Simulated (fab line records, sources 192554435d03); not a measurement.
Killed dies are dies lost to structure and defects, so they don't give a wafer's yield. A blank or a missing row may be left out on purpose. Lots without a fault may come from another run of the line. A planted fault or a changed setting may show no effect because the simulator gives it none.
A struck lot beside a sound one | flow n5_finfet | 34 steps out of a route of 1938
Sound: wafers L431.2, L431.3, L431.6. Struck: wafers L429.2, L429.3, L429.4. The cause comes at the end.
At each step with rows: each side's tool, then ch and its chambers, then its first start. Under that, the readings that differ: sound wafers | struck wafers | difference of the means | sigmas: that difference in standard deviations of wafers without a fault.
alike: readings whose means differ by less than 2 such deviations, and words and numbers that are the same on both sides. not compared: withheld readings, readings that some wafer has no value for, bounds like >300 that may hide the same value, and numbers for which the record gives no deviation and whose values overlap.
The two part at a step that has a row with sigmas, a row that says differs or no value, or rows on one side only. Numbers that don't overlap but have no deviation are shown without sigmas and don't part them. A reading that every wafer of one side lacks parts them only if that side has two wafers or more.

first, 11 steps without rows for these wafers: N5_DUMMY_GATE_PRECLEAN_46 (cleans in DIW, time 89.5 s); N5_DUMMY_GATE_SRD_47 (dry time 32 s); N5_DUMMY_GATE_CMP_04 (polishes a-Si); N5_DUMMY_GATE_HM_DEP_06 (deposits SiNx from DCS/NH3, target thk 80 nm, time 5141 s); N5_DUMMY_GATE_PECVD_30 (deposits SiO2 from TEOS/O2, target thk 55 nm, time 10.8 s); N5_DUMMY_GATE_COAT_34 (time 60 s, resist thk 60 nm); N5_DUMMY_GATE_COAT_35 (time 60 s, resist thk 10 nm); N5_DUMMY_GATE_COAT_28 (time 60 s, resist thk 10 nm); N5_DUMMY_GATE_COAT_09 (resist thk 30 nm); N5_DUMMY_GATE_EBR_11; N5_DUMMY_GATE_SOFTBAKE_10 (time 60 s).
N5_DUMMY_GATE_EXPOSE_12: exposes mask GATE, target cd 25 nm.
  sound on euv_scanner-02 ch 0, day 6 20:52; struck on euv_scanner-01 ch 0, day 6 03:58
  reading              | sound             | struck            | difference | sigmas
  exposure_dose_mJ_cm2 | 33.93 33.89 33.94 | 35.72 35.76 35.79 | +1.84      | +48
  alike: mask
then, 2 steps without rows for these wafers: N5_DUMMY_GATE_PEB_13 (peb time 60 s); N5_DUMMY_GATE_DEVELOP_14 (develop time 30 s).
N5_DUMMY_GATE_CD_MEAS_15: target cd 25.8 nm.
  sound on cd_sem-02 ch 0, day 6 20:59; struck on cd_sem-01 ch 0, day 6 04:06
  reading    | sound             | struck            | difference | sigmas
  cd_nm (nm) | 24.82 25.14 25.17 | 24.08 23.79 23.56 | -1.23      | -5
then, 6 steps without rows for these wafers: N5_DUMMY_GATE_DESCUM_20 (chemistry O2, time 6.2 s); N5_DUMMY_GATE_ETCH_29 (etches underlayer in N2/H2, target depth 13 nm); N5_DUMMY_GATE_ETCH_36 (etches SiARC in CF4, target depth 13 nm); N5_DUMMY_GATE_ETCH_37 (etches SOC in N2/H2, target depth 60 nm, overetch 30 nm); N5_DUMMY_GATE_STRIP_38 (strips in N2/H2); N5_DUMMY_GATE_STRIP_39 (strips in N2/H2).
N5_DUMMY_GATE_TRIM_49: chemistry O2, time 29 s, target cd 14 nm.
  sound on rie_si-06 ch 0,3, day 6 21:23; struck on rie_si-03 ch 0,1,2, day 6 04:27
  reading                     | sound             | struck            | difference | sigmas
  oes_product_au (a.u.)       | 0.973 1.004 0.981 | 1.034 1.040 1.003 | +0.040     | +3
  model.DUMMY_GATE.cd_nm (nm) | 14.4 14.4 14.4    | 13 13.2 13.4      | -1         |
  alike: drypump_motor_current_A, throttle_valve_pct
  not compared: rf_hours_counter_h
then, 1 step without rows for these wafers: N5_DUMMY_GATE_STRIP_40 (strips in CF4).
N5_DUMMY_GATE_CD_MEAS_50: target cd 14 nm.
  sound on cd_sem-03, day 6 21:32; struck on cd_sem-03, day 6 04:36
  reading    | sound          | struck         | difference | sigmas
  cd_nm (nm) | 14.2 14.4 14.3 | 12.8 13.2 13.5 | -1.1       | -3
then, 6 steps without rows for these wafers: N5_DUMMY_GATE_ETCH_31 (etches SiO2 in C4F6/O2, target depth 82.5 nm, time 27.5 s); N5_DUMMY_GATE_STRIP_41 (strips in O2); N5_DUMMY_GATE_HM_OPEN_21 (chemistry CH3F/O2, target SiNx, target depth 120 nm, time 171.4 s); N5_DUMMY_GATE_ETCH_32 (etches SiO2 in CF4, target depth 3.5 nm, time 3.9 s); N5_DUMMY_GATE_ETCH_23 (etches poly-Si in HBr/Cl2/O2, target depth 41 nm, time 22.3 s); N5_DUMMY_GATE_ETCH_44 (etches poly-Si in HBr/O2, stops on SiO2, target depth 127.5 nm).
N5_DUMMY_GATE_CD_MEAS_24: target cd 15 nm.
  sound on cd_sem-02, day 6 22:02; struck on cd_sem-02, day 6 05:06
  reading    | sound          | struck         | difference | sigmas
  cd_nm (nm) | 15.7 15.4 15.7 | 14.0 14.3 14.3 | -1.4       | -3
N5_DUMMY_GATE_ETCH_42: etches SiO2 in CHF3/O2, target depth 3.5 nm, time 31 s.
  sound on rie_diel-04 ch 0,2,3, day 6 22:10; struck on rie_diel-04 ch 0,1,3, day 6 05:08
  reading                     | sound          | struck       | difference | sigmas
  model.DUMMY_GATE.cd_nm (nm) | 15.8 15.4 15.6 | 14 14.2 14.4 | -1         |
  alike: CHF3_flow_sccm, drypump_motor_current_A, oes_product_au, rf_vpp_V, showerhead_plenum_p_Torr, throttle_valve_pct
  not compared: rf_hours_counter_h
then, 1 step without rows for these wafers: N5_DUMMY_GATE_STRIP_48 (strips in N2/H2, time 20 s).
-- the record jumps here: 10 days lie between the struck wafers' starts before and after (it left off in module DUMMY_GATE and takes up again in module PASSIVATION, whose first step shown is number 1936 of the route) --
N5_PASSIVATION_PROBE_49:
  the record has rows for the struck wafers here (prober-01, day 15 19:11) and none for the sound ones

WHERE THEY PART
First at N5_DUMMY_GATE_EXPOSE_12; last, within this record, at N5_PASSIVATION_PROBE_49.

WHY: what the simulator had put in
Process parameter drift: euv_scanner-01, from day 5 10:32 on, at N5_DUMMY_GATE_EXPOSE_12. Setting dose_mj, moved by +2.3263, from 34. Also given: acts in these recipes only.
